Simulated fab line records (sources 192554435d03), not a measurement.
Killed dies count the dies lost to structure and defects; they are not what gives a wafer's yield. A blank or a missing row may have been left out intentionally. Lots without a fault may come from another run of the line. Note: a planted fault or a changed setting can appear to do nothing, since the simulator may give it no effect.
fab line records	flow n5Finfet
record: lots: 11	wafers: 33	lastDay: 19
route steps=1938 shown BEOL_M13@1696 PAD_METAL@1896 PASSIVATION@1931
lots that met no fault: from a run of the same line without faults
startH: the number of hours between the record's first day and the start of the first shown wafer of the lot	waitH: hours since the lot's step before	" identical to the entry in the row above	L1.1+2: a single row standing in for several wafers	- no value present, or no start provided	* or withheld: withheld	< > ~ a bound
route shown NAME@n: names a module that has steps shown in the file, with the first one's number in the route	usual: mean/standard deviation of fault-free wafers	same: alike in all rows	chamber/n: place in a boat	sites: the reading at each site	_std_site: standard deviation of those values	_edge_site: inner sites' mean taken away from outer sites' mean	radiusMm: how far each site lies from the wafer's centre	mask NAME#n: copy n	behind: the most recent tool/chamber to have shaped the wafer	hold: reason for holding the lot/hours on hold/outcome of the hold	device: whichever transistor did not switch (one of n, p or np)	end of line: the tests these same wafers got at the end of their route	step lacking rows: just its recipe	killed: the dies lost at the first sort to structure and to defects; this is not the yield of the wafer	map: a wafer's dies, x killed, . not, _ none there
set.NAME: the setting the step ran with; set.NAME@STEP: the setting that earlier step ran with	model.NAME: the simulator's own value behind a step, which no gauge read
route steps across a sampled set of lots; one table per step, one row per wafer
services: a tool's chamber out of use, with start hour (startH, from the record's first day; less than 0 if before it), hours out, and reason
== steps ==
step: N5_BEOL_M13_TRENCH_ETCH_34
recipe: chemistry: C4F8/O2/Ar	target: SiOC	targetDepthA: 4134.7	maskMaterial: SOC	pressureMtorr: 30	sourceW: 3000	biasW: 700	Ar_flow_sccm: 400	C4F8_flow_sccm: 15	O2_flow_sccm: 8	heInnerTorr: 15	heOuterTorr: 30	timeS: 162.6	ionEnergyEv: 250
usual: drypumpMotorCurrentA: 6.1/0.49	oesProductAu: 0.78/0.1	rfVppV: 665/3.3	showerheadPlenumPTorr: 3.41/0.12	throttleValvePct: 24.16/0.28
lot.wafer	tool	chamber	startH	waitH	drypumpMotorCurrentA	oesProductAu	rfHoursCounterH	rfVppV	showerheadPlenumPTorr	throttleValvePct
L641.1	rieDiel-02	0	239.84	0.0	6.5	0.72	167	665	3.41	24.50
L641.2	"	2	"	"	5.8	0.68	233	664	3.37	24.29
L641.6	"	3	"	"	6.5	0.77	-	662	3.27	24.28
L642.2	rieDiel-06	1	271.28	0.0	5.8	0.74	169	661	3.27	23.85
L642.3	"	3	"	"	5.6	0.71	194	668	3.53	24.43
L642.5	"	0	"	"	6.5	0.87	-	667	3.48	24.07
L645.3	rieDiel-05	0	277.95	0.0	5.9	0.86	36	667	3.46	23.70
L645.4	"	3	"	"	5.2	0.71	225	664	3.41	24.38
L645.6	"	3	"	"	5.2	0.70	-	663	3.41	24.40
L643.3	rieDiel-05	2	280.00	0.0	6.7	0.95	4	665	3.37	23.82
L643.4	"	1	"	"	5.7	0.67	234	660	3.26	24.57
L643.5	"	1	"	"	5.8	0.68	-	660	3.26	24.56
L649.1	rieDiel-02	3	309.80	0.0	6.6	0.75	148	662	3.26	24.29
L649.2	"	1	"	"	5.7	0.67	210	669	3.51	24.19
L649.4	"	1	"	"	5.7	0.68	-	670	3.51	24.19
L648.4	rieDiel-06	3	310.03	0.1	5.6	0.69	-	670	3.53	24.44
L648.5	"	0	"	"	6.5	0.85	-	666	3.48	24.08
L648.6	"	1	"	"	5.8	0.73	-	661	3.26	23.86
L647.3	rieDiel-02	1	317.32	0.0	5.7	0.68	213	669	3.51	24.19
L647.4	"	0	"	"	6.5	0.71	-	664	3.40	24.54
L647.5	"	1	"	"	5.7	0.68	-	669	3.51	24.21
L654.2	rieDiel-06	1	357.34	0.0	5.8	0.72	191	661	3.26	23.87
L654.3	"	2	"	"	6.7	0.97	11	671	3.64	24.24
L654.4	"	2	"	"	6.7	0.97	-	673	3.64	24.23
L661.2	rieDiel-02	2	400.69	0.0	5.8	0.92	22	663	3.35	24.07
L661.3	"	3	"	"	6.6	0.72	177	662	3.24	24.34
L661.4	"	1	"	"	5.7	0.66	238	668	3.49	24.24
L660.1	rieDiel-05	3	407.23	0.0	5.2	0.92	14	662	3.39	24.19
L660.2	"	2	"	"	6.7	0.88	34	662	3.35	23.88
L660.4	"	3	"	"	5.2	0.92	-	664	3.39	24.16
L662.3	rieDiel-05	1	419.98	0.0	5.7	1.01	0	672	3.65	24.31
L662.4	"	2	"	"	6.7	0.87	40	665	3.35	23.86
L662.5	"	3	"	"	5.2	0.92	-	663	3.39	24.19
step: N5_PASSIVATION_AL_DEP_21
recipe: material: Al	targetThkA: 28000	tempC: 400	timeS: 170	powerW: 30000	chamberPressurePa: 0.4	gas: Ar
usual: throttleValvePct: 29.4/0.82
lot.wafer	tool	chamber	startH	waitH	throttleValvePct
L641.1	pvdSputter-01	-	268.29	0.1	30.3
L641.2	"	-	"	"	29.8
L641.6	"	-	"	"	29.9
L642.2	pvdSputter-01	-	292.11	0.1	30.2
L642.3	"	-	"	"	29.0
L642.5	"	-	"	"	30.2
L645.3	pvdSputter-01	-	305.15	0.1	28.5
L645.4	"	-	"	"	30.1
L645.6	"	-	"	"	28.9
L643.3	pvdSputter-03	-	310.06	0.1	30.0
L643.4	"	-	"	"	29.9
L643.5	"	-	"	"	29.7
L648.4	pvdSputter-03	-	332.81	0.1	29.3
L648.5	"	-	"	"	28.8
L648.6	"	-	"	"	30.3
L649.1	pvdSputter-03	-	333.19	0.1	29.1
L649.2	"	-	"	"	29.5
L649.4	"	-	"	"	29.5
L647.3	pvdSputter-03	-	340.49	0.1	29.5
L647.4	"	-	"	"	28.8
L647.5	"	-	"	"	30.0
L654.2	pvdSputter-02	-	383.34	0.1	30.3
L654.3	"	-	"	"	28.3
L654.4	"	-	"	"	26.6
L661.2	pvdSputter-03	-	428.54	0.1	29.5
L661.3	"	-	"	"	30.0
L661.4	"	-	"	"	28.9
L660.1	pvdSputter-03	-	429.94	0.1	29.4
L660.2	"	-	"	"	29.1
L660.4	"	-	"	"	29.9
L662.3	pvdSputter-02	-	449.92	0.1	30.6
L662.4	"	-	"	"	26.7
L662.5	"	-	"	"	30.5
step: N5_PASSIVATION_STRIP_48
recipe: chemistry: O2	powerW: 600	tempC: 60	pressureMtorr: 30	rfFrequencyHz: 6e+07	biasPowerW: 0	overashFraction: 0.5	o2FlowSccm: 225
usual: drypumpMotorCurrentA: 5.49/0.29	oesProductAu: 0.84/0.085	rfVppV: 3.8/2.3	showerheadPlenumPTorr: 2.11/0.085	throttleValvePct: 16.51/0.24
lot.wafer	tool	chamber	startH	waitH	drypumpMotorCurrentA	oesProductAu	rfHoursCounterH	rfVppV	showerheadPlenumPTorr	throttleValvePct
L641.1	rieDiel-04	0	271.13	0.1	5.50	0.71	252	4.0	2.07	16.71
L641.2	"	1	"	"	5.88	0.70	233	7.1	1.97	16.68
L641.6	"	1	"	"	5.94	0.69	-	6.9	1.97	16.65
L642.2	rieDiel-04	1	295.10	0.1	5.91	0.68	244	2.5	1.97	16.74
L642.3	"	2	"	"	5.38	0.93	28	7.0	2.05	16.15
L642.5	"	3	"	"	5.20	0.69	-	6.3	2.07	16.73
L645.3	rieDiel-01	2	308.08	0.1	5.75	0.71	227	7.2	1.98	16.87
L645.4	"	2	"	"	5.77	0.71	-	2.9	1.98	16.76
L645.6	"	1	"	"	5.65	0.92	-	4.2	2.24	16.26
L643.3	rieDiel-01	3	313.24	0.1	5.21	0.79	87	7.0	2.01	16.43
L643.4	"	1	"	"	5.64	0.94	8	3.8	2.24	16.36
L643.5	"	3	"	"	5.24	0.80	-	1.6	2.01	16.49
L648.4	rieDiel-01	1	336.10	0.1	5.60	0.91	17	2.6	2.24	16.28
L648.5	"	3	"	"	5.26	0.81	-	5.6	2.01	16.49
L648.6	"	0	"	"	5.32	0.96	-	4.4	2.14	16.24
L649.1	rieDiel-03	1	336.50	0.1	5.85	0.89	33	1.0	2.14	16.54
L649.2	"	3	"	"	5.44	0.78	107	0.7	2.14	16.84
L649.4	"	2	"	"	4.91	0.83	71	0.8	2.23	16.75
L647.3	rieDiel-04	3	343.51	0.1	5.13	0.67	239	3.2	2.06	16.81
L647.4	"	0	"	"	5.50	0.97	12	7.1	2.06	16.29
L647.5	"	1	"	"	5.92	0.95	-	9.7	2.23	16.23
L654.2	rieDiel-03	0	386.34	0.1	5.86	0.84	74	6.8	2.12	16.26
L654.3	"	1	"	"	5.82	0.87	49	0.7	2.14	16.66
L654.4	"	3	"	"	5.44	0.77	123	5.7	2.13	16.83
L661.2	rieDiel-04	1	431.57	0.1	5.92	0.87	33	3.0	2.21	16.46
L661.3	"	3	"	"	5.23	0.96	2	2.6	2.05	16.32
L661.4	"	0	"	"	5.52	0.88	43	3.7	2.05	16.32
L660.1	rieDiel-04	2	433.04	0.1	5.41	0.85	79	4.8	2.04	16.26
L660.2	"	0	"	"	5.54	0.91	43	5.8	2.05	16.26
L660.4	"	1	"	"	5.95	0.90	33	1.4	2.22	16.34
L662.3	rieDiel-03	3	453.25	0.1	5.45	0.76	145	0.8	2.12	16.98
L662.4	"	2	"	"	4.90	0.80	106	1.8	2.21	16.81
L662.5	"	2	"	"	4.89	0.80	-	4.0	2.21	16.74
step: N5_PASSIVATION_PROBE_49
usual: defectLimitedYield: 91.3/1.4	killed_at_M0_to_M3: 33/11	killed_at_M4_up: 15/6.2	killedAtContacts: 13/6.5	killedAtFrontEnd: 38/11	killedAtOther: 3.4/2.6	killedDies: 102/17	killedOnRim: 13/4.1	killedOpen: 67/12	killedShort: 34/7.9	sort_bin_5_function: 5.1/0.88	sort_bin_6_memory: 3.3/0.65	sortNPass: 1078/17	sortYieldPct: 91.3/1.4
same: grossDies: 1180	killedAtBackSide: 0	sort_bin_4_leakage[%]: 0	sort_bin_8_speed[%]: 0
lot.wafer	tool	chamber	startH	waitH	defectLimitedYield[%]	killed_at_M0_to_M3	killed_at_M4_up	killedAtContacts	killedAtFrontEnd	killedAtOther	killedDies	killedOnRim	killedOpen	killedShort	sort_bin_5_function[%]	sort_bin_6_memory[%]	sortNPass	sortYieldPct[%]
L641.1	prober-01	-	273.66	0.0	91.5	19	8	26	46	1	100	9	61	39	5.4	2.8	1080	91.5
L641.2	prober-01	-	273.71	0.1	92.7	24	23	20	19	0	86	6	62	23	4.8	2.3	1094	92.7
L641.6	prober-01	-	273.91	0.3	93.1	14	9	29	30	0	82	16	55	27	4.5	2.3	1098	93.1
L642.2	prober-02	-	297.64	0.1	92.2	34	4	10	43	1	92	12	65	27	4.8	3.0	1088	92.2
L642.3	prober-02	-	297.69	0.1	92.5	34	3	12	37	3	89	15	48	36	4.2	2.7	1091	92.5
L642.5	prober-02	-	297.79	0.2	90.5	46	14	21	29	2	112	5	73	39	5.7	3.7	1068	90.5
L645.3	prober-02	-	310.72	0.1	88.6	73	15	13	30	3	134	17	84	47	6.6	4.3	1046	88.6
L645.4	prober-02	-	310.77	0.2	89.5	53	10	20	38	3	124	16	70	51	5.9	4.1	1056	89.5
L645.6	prober-02	-	310.87	0.3	92.6	33	12	8	30	4	87	9	61	25	4.2	2.9	1093	92.6
L643.3	prober-02	-	315.83	0.1	92.4	21	14	18	32	5	90	9	57	31	4.4	2.9	1090	92.4
L643.4	prober-02	-	315.88	0.2	90.6	54	11	9	31	6	111	12	71	36	6.0	3.1	1069	90.6
L643.5	prober-02	-	315.93	0.2	92.2	37	15	7	28	5	92	14	62	28	4.6	3.0	1088	92.2
L648.4	prober-01	-	339.08	0.5	92.4	25	14	22	28	1	90	9	59	27	4.4	3.1	1090	92.4
L648.5	prober-01	-	339.13	0.6	91.9	43	7	8	34	3	95	13	58	36	4.7	3.0	1085	91.9
L648.6	prober-01	-	339.18	0.6	90.6	43	4	17	45	2	111	17	71	40	5.0	4.4	1069	90.6
L649.1	prober-02	-	340.37	0.0	89.4	34	26	12	44	9	125	17	85	40	6.4	4.0	1055	89.4
L649.2	prober-02	-	340.42	0.1	90.3	39	18	14	39	5	115	17	82	30	5.5	4.0	1065	90.3
L649.4	prober-02	-	340.52	0.2	90.1	37	8	14	49	9	117	12	63	51	5.9	3.1	1063	90.1
L647.3	prober-01	-	346.12	0.1	90.5	48	11	17	31	5	112	14	73	36	5.0	3.8	1068	90.5
L647.4	prober-01	-	346.17	0.2	91.4	36	10	18	29	9	102	11	76	26	5.5	3.1	1078	91.4
L647.5	prober-01	-	346.22	0.2	90.9	31	19	24	27	6	107	13	80	26	5.1	3.6	1073	90.9
L654.2	prober-02	-	388.89	0.1	93.9	25	9	5	29	4	72	7	40	28	4.0	2.1	1108	93.9
L654.3	prober-02	-	388.94	0.1	81.7	28	146	18	23	1	216	32	60	25	10.9	3.6	964	81.7
L654.4	prober-02	-	388.99	0.2	82.1	28	131	16	35	1	211	27	58	28	10.7	3.7	969	82.1
L661.2	prober-02	-	434.81	0.8	93.1	31	11	4	25	11	82	8	44	36	4.8	1.9	1098	93.1
L661.3	prober-02	-	434.86	0.8	91.6	26	12	16	34	11	99	16	69	28	4.7	3.6	1081	91.6
L661.4	prober-02	-	434.91	0.9	91.6	16	17	25	34	7	99	9	64	32	5.9	1.7	1081	91.6
L660.1	prober-02	-	435.84	0.0	91.5	26	12	16	42	4	100	10	72	28	4.7	3.6	1080	91.5
L660.2	prober-02	-	435.89	0.1	89.2	39	10	19	55	5	128	13	73	45	5.9	4.2	1052	89.2
L660.4	prober-02	-	435.99	0.2	91.5	33	5	17	44	1	100	12	63	31	4.7	3.2	1080	91.5
L662.3	prober-02	-	455.84	0.1	94.4	27	9	6	22	2	66	6	41	25	3.1	2.5	1114	94.4
L662.4	prober-02	-	455.89	0.2	93.6	26	14	4	31	1	76	5	52	24	3.7	2.6	1104	93.6
L662.5	prober-02	-	455.94	0.2	93.7	24	22	6	22	0	74	8	43	31	3.6	2.5	1106	93.7
killed by level:class
L641.1 MOL_CONTACT_COAG:geometricParticle:open=20 FIN_SAQP:geometricParticle:short=13 ILD0:geometricParticle:short=6 MOL_CONTACT_COAG:geometricParticle:short=6 BEOL_M0_SAQP:geometricParticle:short=6 GATE_CUT:geometricParticle:open=5 BEOL_M4:geometricParticle:open=5 ILD0:geometricParticle:open=4
L641.2 BEOL_M4:geometricParticle:open=12 MOL_CONTACT_COAG:geometricParticle:open=10 MOL_CONTACT_COAG:geometricParticle:short=10 BEOL_M3:geometricParticle:open=8 FIN_SAQP:geometricParticle:open=5 STI_FIN_REVEAL:geometricParticle:open=5 BEOL_M0_SAQP:geometricParticle:open=5 FIN_SAQP:geometricParticle:short=3
L641.6 MOL_CONTACT_COAG:geometricParticle:open=19 MOL_CONTACT_COAG:geometricParticle:short=10 STI_FIN_REVEAL:geometricParticle:open=8 FIN_CUT:geometricParticle:open=4 STI_FIN_REVEAL:geometricParticle:short=4 BEOL_M4:geometricParticle:open=4 STARTING-WAFER:geometricParticle:open=4 BEOL_M2:geometricParticle:open=3
L642.2 BEOL_M0_SAQP:geometricParticle:open=12 STI_FIN_REVEAL:geometricParticle:open=10 DUMMY_GATE:geometricParticle:open=8 BEOL_M0_SAQP:geometricParticle:short=8 MOL_CONTACT_COAG:geometricParticle:open=7 BEOL_M2:geometricParticle:open=7 GATE_CUT:geometricParticle:short=6 GATE_CUT:geometricParticle:open=6
L642.3 BEOL_M0_SAQP:geometricParticle:short=13 STI_FIN_REVEAL:geometricParticle:open=10 MOL_CONTACT_COAG:geometricParticle:open=9 BEOL_M0_SAQP:geometricParticle:open=8 GATE_CUT:geometricParticle:short=6 GATE_CUT:geometricParticle:open=4 BEOL_M3:geometricParticle:open=4 HKMG_FIN:areaEtch=4
L642.5 MOL_CONTACT_COAG:geometricParticle:open=18 BEOL_M2:geometricParticle:open=11 BEOL_M0_SAQP:geometricParticle:open=9 BEOL_M0_SAQP:geometricParticle:short=8 BEOL_M4:geometricParticle:open=7 FIN_SAQP:geometricParticle:short=6 DUMMY_GATE:geometricParticle:open=5 STI_FIN_REVEAL:geometricParticle:open=4
L645.3 BEOL_M0_SAQP:geometricParticle:open=19 BEOL_M0_SAQP:geometricParticle:short=14 BEOL_M2:geometricParticle:open=12 MOL_CONTACT_COAG:geometricParticle:open=11 BEOL_M1:geometricParticle:open=11 BEOL_M4:geometricParticle:short=7 BEOL_M3:geometricParticle:open=6 BEOL_M4:geometricParticle:open=6
L645.4 MOL_CONTACT_COAG:geometricParticle:open=18 BEOL_M2:geometricParticle:open=13 FIN_SAQP:geometricParticle:short=8 BEOL_M0_SAQP:geometricParticle:short=7 BEOL_M0_SAQP:geometricParticle:open=6 BEOL_M2:geometricParticle:short=6 STI_FIN_REVEAL:geometricParticle:open=5 GATE_CUT:geometricParticle:short=5
L645.6 STI_FIN_REVEAL:geometricParticle:open=12 BEOL_M0_SAQP:geometricParticle:short=9 MOL_CONTACT_COAG:geometricParticle:open=7 BEOL_M0_SAQP:geometricParticle:open=7 BEOL_M2:geometricParticle:open=6 BEOL_M4:geometricParticle:open=5 BEOL_M1:geometricParticle:open=4 FIN_SAQP:geometricParticle:short=3
L643.3 MOL_CONTACT_COAG:geometricParticle:open=14 FIN_SAQP:geometricParticle:open=7 BEOL_M2:geometricParticle:open=6 FIN_SAQP:geometricParticle:short=5 BEOL_M0_SAQP:geometricParticle:short=5 STI_FIN_REVEAL:geometricParticle:short=4 BEOL_M4:geometricParticle:open=4 BEOL_M5:geometricParticle:open=4
L643.4 BEOL_M0_SAQP:geometricParticle:open=15 BEOL_M0_SAQP:geometricParticle:short=13 BEOL_M3:geometricParticle:open=13 MOL_CONTACT_COAG:geometricParticle:open=7 GATE_CUT:geometricParticle:short=6 BEOL_M1:geometricParticle:open=6 FIN_SAQP:geometricParticle:open=5 GATE_CUT:geometricParticle:open=5
L643.5 GATE_CUT:geometricParticle:open=9 BEOL_M0_SAQP:geometricParticle:open=9 BEOL_M0_SAQP:geometricParticle:short=9 BEOL_M2:geometricParticle:open=7 BEOL_M3:geometricParticle:open=6 BEOL_M1:geometricParticle:open=5 BEOL_M4:geometricParticle:open=5 BEOL_M5:geometricParticle:open=5
L648.4 MOL_CONTACT_COAG:geometricParticle:open=19 FIN_SAQP:geometricParticle:open=8 FIN_SAQP:geometricParticle:short=5 BEOL_M2:geometricParticle:open=5 BEOL_M0_SAQP:geometricParticle:short=4 DUMMY_GATE:geometricParticle:open=3 MOL_CONTACT_COAG:geometricParticle:short=3 BEOL_M0_SAQP:geometricParticle:open=3
L648.5 BEOL_M1:geometricParticle:open=12 BEOL_M2:geometricParticle:open=9 BEOL_M0_SAQP:geometricParticle:open=8 FIN_SAQP:geometricParticle:open=6 GATE_CUT:geometricParticle:short=6 MOL_CONTACT_COAG:geometricParticle:open=6 BEOL_M0_SAQP:geometricParticle:short=6 FIN_SAQP:geometricParticle:short=5
L648.6 FIN_SAQP:geometricParticle:open=14 FIN_SAQP:geometricParticle:short=14 MOL_CONTACT_COAG:geometricParticle:open=14 BEOL_M0_SAQP:geometricParticle:short=12 BEOL_M2:geometricParticle:open=12 BEOL_M0_SAQP:geometricParticle:open=8 STI_FIN_REVEAL:geometricParticle:open=6 BEOL_M1:geometricParticle:open=5
L649.1 BEOL_M4:geometricParticle:open=15 STI_FIN_REVEAL:geometricParticle:open=11 MOL_CONTACT_COAG:geometricParticle:open=10 FIN_SAQP:geometricParticle:open=9 GATE_CUT:geometricParticle:short=7 BEOL_M0_SAQP:geometricParticle:open=6 BEOL_M0_SAQP:geometricParticle:short=6 BEOL_M0:geometricParticle:open=6
L649.2 MOL_CONTACT_COAG:geometricParticle:open=12 BEOL_M2:geometricParticle:open=12 FIN_SAQP:geometricParticle:open=11 BEOL_M3:geometricParticle:open=11 FIN_SAQP:geometricParticle:short=10 BEOL_M4:geometricParticle:open=8 BEOL_M0_SAQP:geometricParticle:short=6 BEOL_M0_SAQP:geometricParticle:open=6
L649.4 FIN_SAQP:geometricParticle:short=17 FIN_SAQP:geometricParticle:open=13 BEOL_M0_SAQP:geometricParticle:short=9 MOL_CONTACT_COAG:geometricParticle:open=8 BEOL_M3:geometricParticle:open=8 MOL_CONTACT_COAG:geometricParticle:short=6 BEOL_M0_SAQP:geometricParticle:open=6 BEOL_M5:geometricParticle:open=6
L647.3 MOL_CONTACT_COAG:geometricParticle:open=15 BEOL_M2:geometricParticle:open=10 BEOL_M0_SAQP:geometricParticle:open=8 BEOL_M1:geometricParticle:open=8 BEOL_M0_SAQP:geometricParticle:short=7 BEOL_M1:geometricParticle:short=6 BEOL_M4:geometricParticle:open=6 STARTING-WAFER:geometricParticle:short=6
L647.4 MOL_CONTACT_COAG:geometricParticle:open=15 BEOL_M1:geometricParticle:open=11 FIN_SAQP:geometricParticle:open=10 BEOL_M0_SAQP:geometricParticle:open=9 BEOL_M3:geometricParticle:open=6 STI_FIN_REVEAL:geometricParticle:open=5 PASS1_CAP:geometricParticle:short=4 DUMMY_GATE:geometricParticle:open=3
L647.5 MOL_CONTACT_COAG:geometricParticle:open=19 BEOL_M4:geometricParticle:open=11 BEOL_M3:geometricParticle:open=8 STARTING-WAFER:geometricParticle:open=7 BEOL_M2:geometricParticle:open=6 MOL_CONTACT_COAG:geometricParticle:short=5 BEOL_M0_SAQP:geometricParticle:open=5 DUMMY_GATE:geometricParticle:open=4
L654.2 FIN_SAQP:geometricParticle:short=10 FIN_SAQP:geometricParticle:open=8 BEOL_M0:geometricParticle:short=7 DUMMY_GATE:geometricParticle:open=4 BEOL_M0:geometricParticle:open=4 MOL_CONTACT_COAG:geometricParticle:open=3 BEOL_M3:geometricParticle:open=3 BEOL_M0_SAQP:geometricParticle:open=3
L654.3 BEOL_M13:unspecified=130 MOL_CONTACT_COAG:geometricParticle:open=16 BEOL_M0_SAQP:geometricParticle:open=8 BEOL_M2:geometricParticle:open=8 DUMMY_GATE:geometricParticle:open=6 BEOL_M4:geometricParticle:open=6 FIN_SAQP:geometricParticle:short=4 BEOL_M0_SAQP:geometricParticle:short=4
L654.4 BEOL_M13:unspecified=125 FIN_SAQP:geometricParticle:open=14 MOL_CONTACT_COAG:geometricParticle:open=14 FIN_SAQP:geometricParticle:short=8 BEOL_M2:geometricParticle:open=8 BEOL_M1:geometricParticle:open=6 STARTING-WAFER:geometricParticle:short=5 BEOL_M0_SAQP:geometricParticle:short=4
L661.2 BEOL_M0_SAQP:geometricParticle:short=12 STI_FIN_REVEAL:geometricParticle:open=7 BEOL_M0_SAQP:geometricParticle:open=6 BEOL_M4:geometricParticle:open=6 PASS1_CAP:geometricParticle:short=5 BEOL_M2:geometricParticle:open=5 STARTING-WAFER:geometricParticle:short=5 PASS1_CAP:geometricParticle:open=4
L661.3 MOL_CONTACT_COAG:geometricParticle:open=13 STI_FIN_REVEAL:geometricParticle:open=9 BEOL_M2:geometricParticle:open=9 FIN_SAQP:geometricParticle:short=8 BEOL_M4:geometricParticle:open=6 BEOL_M0_SAQP:geometricParticle:open=6 PASS1_CAP:geometricParticle:open=5 DUMMY_GATE:geometricParticle:open=3
L661.4 MOL_CONTACT_COAG:geometricParticle:open=20 STI_FIN_REVEAL:geometricParticle:open=11 BEOL_M4:geometricParticle:open=7 FIN_SAQP:geometricParticle:short=6 MOL_CONTACT_COAG:geometricParticle:short=5 PASS1_CAP:geometricParticle:short=4 STI_FIN_REVEAL:geometricParticle:short=3 BEOL_M0_SAQP:geometricParticle:open=3
L660.1 FIN_SAQP:geometricParticle:open=13 MOL_CONTACT_COAG:geometricParticle:open=11 BEOL_M2:geometricParticle:open=10 BEOL_M4:geometricParticle:open=6 FIN_SAQP:geometricParticle:short=5 GATE_CUT:geometricParticle:short=5 GATE_CUT:geometricParticle:open=5 MOL_CONTACT_COAG:geometricParticle:short=5
L660.2 MOL_CONTACT_COAG:geometricParticle:open=16 FIN_SAQP:geometricParticle:short=13 FIN_SAQP:geometricParticle:open=9 GATE_CUT:geometricParticle:short=9 BEOL_M2:geometricParticle:open=9 BEOL_M3:geometricParticle:open=8 HKMG_FIN:areaEtch=8 BEOL_M1:geometricParticle:open=7
L660.4 MOL_CONTACT_COAG:geometricParticle:open=14 FIN_SAQP:geometricParticle:open=9 BEOL_M2:geometricParticle:open=7 STI_FIN_REVEAL:geometricParticle:open=6 BEOL_M0_SAQP:geometricParticle:short=6 FIN_SAQP:geometricParticle:short=5 BEOL_M0_SAQP:geometricParticle:open=5 BEOL_M0:geometricParticle:open=5
L662.3 BEOL_M2:geometricParticle:open=7 GATE_CUT:geometricParticle:short=6 BEOL_M3:geometricParticle:open=6 BEOL_M1:geometricParticle:open=5 MOL_CONTACT_COAG:geometricParticle:open=4 FIN_SAQP:geometricParticle:open=3 BEOL_M0_SAQP:geometricParticle:short=3 BEOL_M4:geometricParticle:open=3
L662.4 BEOL_M1:geometricParticle:open=10 FIN_SAQP:geometricParticle:open=6 DUMMY_GATE:geometricParticle:open=6 STARTING-WAFER:geometricParticle:short=6 BEOL_M4:geometricParticle:open=4 BEOL_M3:geometricParticle:open=4 STARTING-WAFER:geometricParticle:open=4 DUMMY_GATE:geometricParticle:short=3
L662.5 BEOL_M4:geometricParticle:open=10 FIN_SAQP:geometricParticle:short=8 BEOL_M0_SAQP:geometricParticle:short=5 BEOL_M0_SAQP:geometricParticle:open=4 BEOL_M1:geometricParticle:open=4 BEOL_M3:geometricParticle:open=4 BEOL_M7:geometricParticle:open=4 GATE_CUT:geometricParticle:short=3
== services ==
tool	chamber	startH	hours	kind
rieDiel-06	3	216.58	5.0	repair
rieDiel-04	1	232.60	8.5	repair
rieDiel-01	3	236.72	4.0	repair
rieDiel-06	1	240.99	8.6	repair
rieDiel-04	2	262.52	29.1	repair
rieDiel-03	0	285.15	18.7	repair
rieDiel-04	0	291.63	-	clean
rieDiel-04	0	291.63	-	consumableReplace:focusRing
rieDiel-04	0	291.63	22.6	scheduledDown
rieDiel-04	0	291.63	22.6	ventCycle
rieDiel-04	1	314.27	-	clean
rieDiel-04	1	314.27	-	consumableReplace:focusRing
rieDiel-04	1	314.27	-	consumableReplace:showerhead
rieDiel-04	1	314.27	20.2	scheduledDown
rieDiel-06	1	319.92	6.7	repair
rieDiel-06	3	357.07	4.4	repair
rieDiel-03	2	360.21	3.0	repair
rieDiel-05	2	361.93	29.1	repair
pvdSputter-01	-	370.77	4.7	repair
rieDiel-04	3	400.12	6.5	repair
rieDiel-03	-	404.61	0.9	repair
rieDiel-01	0	430.11	1.5	repair
rieDiel-03	0	432.56	3.0	repair
pvdSputter-01	-	435.16	11.8	repair
== key ==
firstSign: step: N5_PASSIVATION_PROBE_49	reading: killed_at_M4_up	direction: up	sigmas: 20	usual: 15	struck: 138
effect: step: N5_PASSIVATION_PROBE_49	reading: defectLimitedYield	direction: down	sigmas: 6.7	usual: 91.3	struck: 81.9
moreKillsBornAt: N5_BEOL_M13_TRENCH_ETCH_34@rieDiel-06: 255
metAt N5_BEOL_M13_TRENCH_ETCH_34
struckLots L654
struckWafers L654.3,L654.4
notActingAt N5_PASSIVATION_AL_DEP_21,N5_PASSIVATION_STRIP_48
fault: kind: chamberParticleSource	tool: rieDiel-06	chamber: 2	onsetH: 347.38	steps: N5_BEOL_M13_TRENCH_ETCH_34	ratePerVisitCm2: 1.7273	endH: 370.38
